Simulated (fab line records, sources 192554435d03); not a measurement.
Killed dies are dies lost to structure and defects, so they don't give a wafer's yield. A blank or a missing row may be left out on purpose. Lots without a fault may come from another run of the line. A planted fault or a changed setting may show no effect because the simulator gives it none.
Split-lot experiment | flow n5_finfet | 7 lots, 21 wafers read, on a route of 1938 steps

THE SPLIT
At N5_BEOL_M3_ILD_DEP_00 (deposits SiOC from DEMS/O2, target thk 79 nm, time 15.3 s), the setting time_s was moved away from the recipe's 15.3 s on 11 of the 21 wafers read, by -14.8% to +9.4%. The other wafers ran this setting at the recipe's value.

The file shows no step between the split and the reading.

THE READING
M3_ILD_THK, in nm, at N5_BEOL_M3_THK_MEAS_01. Fault-free wafers of this fab line usually give 79.0 nm, standard deviation 0.96 nm.

wafer  | tool, chamber at the split | time_s as run, s | against the recipe | M3_ILD_THK, nm | against lot-mates on the recipe
L074.1 | pecvd-04, 2                | 15.3             | recipe             | 79.0           | -
L074.2 | pecvd-04, 0                | 16.74            | +9.4%              | 86.6           | +7.6
L074.6 | pecvd-04, 0                | 16.74            | +9.4%              | 88.9           | +9.9
L075.1 | pecvd-02, 0                | 15.3             | recipe             | 78.9           | -
L075.2 | pecvd-02, 1                | 15.3             | recipe             | 78.5           | -
L075.3 | pecvd-02, 2                | 15.3             | recipe             | 77.6           | -
L084.2 | pecvd-01, 0                | 13.04            | -14.8%             | 66.7           | -10.7
L084.3 | pecvd-01, 1                | 15.3             | recipe             | 77.4           | -
L084.6 | pecvd-01, 2                | 13.04            | -14.8%             | 68.2           | -9.2
L085.1 | pecvd-02, 0                | 15.3             | recipe             | 76.6           | -
L085.4 | pecvd-02, 1                | 16.65            | +8.8%              | 85.6           | +7.9
L085.6 | pecvd-02, 0                | 15.3             | recipe             | 78.7           | -
L087.1 | pecvd-04, 1                | 14.61            | -4.5%              | 75.0           | -4.3
L087.2 | pecvd-04, 0                | 14.61            | -4.5%              | 74.8           | -4.5
L087.5 | pecvd-04, 0                | 15.3             | recipe             | 79.3           | -
L082.2 | pecvd-02, 1                | 13.59            | -11.2%             | 69.5           | -9.3
L082.3 | pecvd-02, 0                | 13.59            | -11.2%             | 69.3           | -9.5
L082.5 | pecvd-02, 2                | 15.3             | recipe             | 78.8           | -
L097.1 | pecvd-04, 1                | 16.05            | +4.9%              | 83.3           | +5.2
L097.2 | pecvd-04, 2                | 15.3             | recipe             | 78.1           | -
L097.5 | pecvd-04, 0                | 16.05            | +4.9%              | 82.8           | +4.7

THE FIT
A straight line over all 21 wafers: M3_ILD_THK changes by +0.824 nm for each +1% of time_s; r = +0.99; the points scatter about the line by 0.96 nm.
The same after taking each lot's own level away (the mean of its wafers on the recipe; 21 wafers): +0.811 nm for each +1%; r = +0.99; scatter 1 nm.
On that fit, the largest move of time_s shifts the reading by 12 nm.
The lots' own levels span 77.40 to 79.30 nm, that is 2.0 times the standard deviation above.
So the lot-to-lot level changes the slope little: the two slopes agree.
Check: with one of the wafers moved furthest among these (-14.8%) left out of the fit, the line predicts -11.9 nm for it against its lot-mates. It came out at -10.7 nm against them.

OTHER SPLITS ON THESE WAFERS
These wafers also went through other splits before the reading. Each is held against what the fit with the lots' levels taken away leaves over:
other split on the same wafers | wafers away from the commonest value | r with M3_ILD_THK (lot level and that fit taken away)
N5_BEOL_M2_EXPOSE_08 dose_mj   | 7                                    | -0.26

THE WHOLE CHAIN: every reading that the file lists as answering this split, in the file's order
step                   | what it does                                              | reading                                                                            | change (the file's fit)              | r (the file's)
N5_BEOL_M3_ILD_DEP_00  | deposits SiOC from DEMS/O2, target thk 79 nm, time 15.3 s | SiOC_of_BEOL_M3_ILD_DEP_00.thk_nm (the simulator's own value, which no gauge read) | +0.81 nm for each +1% of the setting | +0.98
N5_BEOL_M3_THK_MEAS_01 |                                                           | M3_ILD_THK                                                                         | +0.812 for each +1% of the setting   | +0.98

THE FILE'S OWN FIT
M3_ILD_THK changes by +0.812 nm for each +1% of time_s, r = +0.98.
